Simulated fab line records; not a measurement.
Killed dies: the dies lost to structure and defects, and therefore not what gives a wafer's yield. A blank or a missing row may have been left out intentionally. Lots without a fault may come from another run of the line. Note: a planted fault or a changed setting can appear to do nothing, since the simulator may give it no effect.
What tool caused it?    flow nand_harc    Sampling: 24 lots, 72 wafers, 3 of 1302 route steps

== WHAT THE GAUGES READ, wafer by wafer ==
NHARC_P_M2_CD_MEAS_09 targets a cd of 170 nm.
lot   measured      on         cd_nm (nm)
L074  day 6 08:11   cd_sem-02  170.0 169.4 169.0
L075  day 6 21:35   cd_sem-02  170.6 170.6 170.1
L076  day 7 00:29   cd_sem-01  169.3 170.9 169.5
L077  day 7 19:13   cd_sem-01  169.6 170.6 170.0
L078  day 7 22:49   cd_sem-01  170.4 171.0 170.7
L079  day 8 09:44   cd_sem-01  171.3 170.7 169.8
L080  day 8 21:41   cd_sem-03  171.0 170.0 170.2
L081  day 9 04:10   cd_sem-02  169.6 171.1 170.8
L082  day 9 22:20   cd_sem-01  169.3 169.2 169.7
L083  day 10 03:44  cd_sem-03  169.8 170.4 170.3
L084  day 10 11:51  cd_sem-03  170.4 170.3 170.7
L085  day 11 00:25  cd_sem-02  170.4 170.4 170.0
L086  day 11 11:07  cd_sem-01  170.2 170.2 171.0
L087  day 11 20:20  cd_sem-02  170.7 170.7 170.8
L088  day 12 17:06  cd_sem-03  171.0 171.3 170.8
L089  day 12 20:01  cd_sem-03  169.5 170.2 169.5
L090  day 13 02:53  cd_sem-02  169.2 169.7 169.8
L091  day 13 11:31  cd_sem-01  169.5 169.2 169.6
L092  day 13 23:55  cd_sem-01  171.2 170.5 171.0
L093  day 14 13:36  cd_sem-01  170.6 170.0 169.9
L094  day 15 00:17  cd_sem-01  169.7 169.4 169.9
L095  day 15 23:26  cd_sem-02  169.4 169.6 169.0
L096  day 16 08:02  cd_sem-03  170.3 170.3 169.9
L097  day 16 09:19  cd_sem-03  169.4 170.3 169.1

== TOOL THAT RAN EACH LOT (tool first, then ch and the chambers of the sampled wafers, then the start) ==
lot   NHARC_P_M1_PVD_21                        NHARC_P_M1_ANNEAL_31
L074  pvd_sputter-01, day 6 05:58 or earlier   rtp_anneal-02 ch 0, day 6 05:58
L075  pvd_sputter-02, day 6 19:35 or earlier   rtp_anneal-01 ch 0, day 6 19:35
L076  pvd_sputter-01, day 6 22:20 or earlier   rtp_anneal-01 ch 0, day 6 22:20
L077  pvd_sputter-01, day 7 17:05 or earlier   rtp_anneal-01 ch 0, day 7 17:05
L078  pvd_sputter-01, day 7 20:37 or earlier   rtp_anneal-01 ch 0, day 7 20:37
L079  pvd_sputter-02, day 8 07:34 or earlier   rtp_anneal-01 ch 0, day 8 07:34
L080  pvd_sputter-03, day 8 19:36 or earlier   rtp_anneal-01 ch 0, day 8 19:36
L081  pvd_sputter-03, day 9 02:10 or earlier   rtp_anneal-02 ch 0, day 9 02:10
L082  pvd_sputter-02, day 9 20:09 or earlier   rtp_anneal-01 ch 0, day 9 20:09
L083  pvd_sputter-02, day 10 01:34 or earlier  rtp_anneal-01 ch 0, day 10 01:34
L084  pvd_sputter-01, day 10 09:32 or earlier  rtp_anneal-01 ch 0, day 10 09:32
L085  pvd_sputter-03, day 10 22:12 or earlier  rtp_anneal-02 ch 0, day 10 22:12
L086  pvd_sputter-03, day 11 09:12 or earlier  rtp_anneal-02 ch 0, day 11 09:12
L087  pvd_sputter-03, day 11 18:07 or earlier  rtp_anneal-01 ch 0, day 11 18:07
L088  pvd_sputter-02, day 12 14:53 or earlier  rtp_anneal-01 ch 0, day 12 14:53
L089  pvd_sputter-03, day 12 17:52 or earlier  rtp_anneal-01 ch 0, day 12 17:52
L090  pvd_sputter-01, day 13 00:43 or earlier  rtp_anneal-01 ch 0, day 13 00:43
L091  pvd_sputter-02, day 13 09:07 or earlier  rtp_anneal-02 ch 0, day 13 09:07
L092  pvd_sputter-02, day 13 21:47 or earlier  rtp_anneal-02 ch 0, day 13 21:47
L093  pvd_sputter-02, day 14 11:21 or earlier  rtp_anneal-02 ch 0, day 14 11:21
L094  pvd_sputter-02, day 14 21:56 or earlier  rtp_anneal-01 ch 0, day 14 21:56
L095  pvd_sputter-01, day 15 21:31 or earlier  rtp_anneal-02 ch 0, day 15 21:31
L096  pvd_sputter-01, day 16 06:00 or earlier  rtp_anneal-01 ch 0, day 16 06:00
L097  pvd_sputter-01, day 16 07:20 or earlier  rtp_anneal-01 ch 0, day 16 07:20
- NHARC_P_M1_PVD_21: deposits Cu, target thk 30 nm, time 20.49 s.
- NHARC_P_M1_ANNEAL_31: time 90 s.

== WHAT THE TOOLS THEMSELVES READ (means of the sampled wafers that have a number; where no wafer has one, the mark that the record gives instead) ==
NHARC_P_M1_PVD_21.
lot   tool            throttle_valve_pct (%)
L074  pvd_sputter-01  28.8
L075  pvd_sputter-02  29.2
L076  pvd_sputter-01  29.4
L077  pvd_sputter-01  29.5
L078  pvd_sputter-01  29.6
L079  pvd_sputter-02  29.1
L080  pvd_sputter-03  30.2
L081  pvd_sputter-03  30.2
L082  pvd_sputter-02  29.3
L083  pvd_sputter-02  29.2
L084  pvd_sputter-01  29.4
L085  pvd_sputter-03  30.0
L086  pvd_sputter-03  30.0
L087  pvd_sputter-03  30.5
L088  pvd_sputter-02  29.2
L089  pvd_sputter-03  29.6
L090  pvd_sputter-01  29.8
L091  pvd_sputter-02  28.9
L092  pvd_sputter-02  29.5
L093  pvd_sputter-02  29.4
L094  pvd_sputter-02  29.7
L095  pvd_sputter-01  29.4
L096  pvd_sputter-01  29.8
L097  pvd_sputter-01  29.8

NHARC_P_M1_ANNEAL_31.
lot   tool           wafer_temp_C_max
L074  rtp_anneal-02  225.7
L075  rtp_anneal-01  226.0
L076  rtp_anneal-01  226.3
L077  rtp_anneal-01  226.2
L078  rtp_anneal-01  226.2
L079  rtp_anneal-01  226.0
L080  rtp_anneal-01  226.3
L081  rtp_anneal-02  225.9
L082  rtp_anneal-01  226.3
L083  rtp_anneal-01  226.4
L084  rtp_anneal-01  226.6
L085  rtp_anneal-02  225.4
L086  rtp_anneal-02  225.6
L087  rtp_anneal-01  226.1
L088  rtp_anneal-01  226.1
L089  rtp_anneal-01  226.2
L090  rtp_anneal-01  226.3
L091  rtp_anneal-02  225.6
L092  rtp_anneal-02  225.7
L093  rtp_anneal-02  225.3
L094  rtp_anneal-01  226.2
L095  rtp_anneal-02  225.5
L096  rtp_anneal-01  226.2
L097  rtp_anneal-01  226.0

== THE ANSWER, worked out from the rows above alone ==
Rule: the lots themselves supply what counts as usual. Put in order of their means at a reading, lots are off if they are a third of the lots or fewer, leave a main group of 4 or more, and stand apart from it by a gap of 3 or more times the standard deviation of the main group's means; of several such gaps the widest counts. A main group is skipped when, at the precision printed for the reading in the tables above, its means are all equal. A lot without any number at a reading at which 4 lots or more have one is off too. The other lots that the step has rows for count as sound. Order of review: gauges by route order, followed by the tools' own readings, for which a lot's mean as printed above is used. At the first step where some lot is off, the reading lying furthest off is the one used; lots without a number count as furthest.
None of the lots is off at any reading shown; this tells nothing.

== WHAT THE SIMULATOR HAD INSERTED ==
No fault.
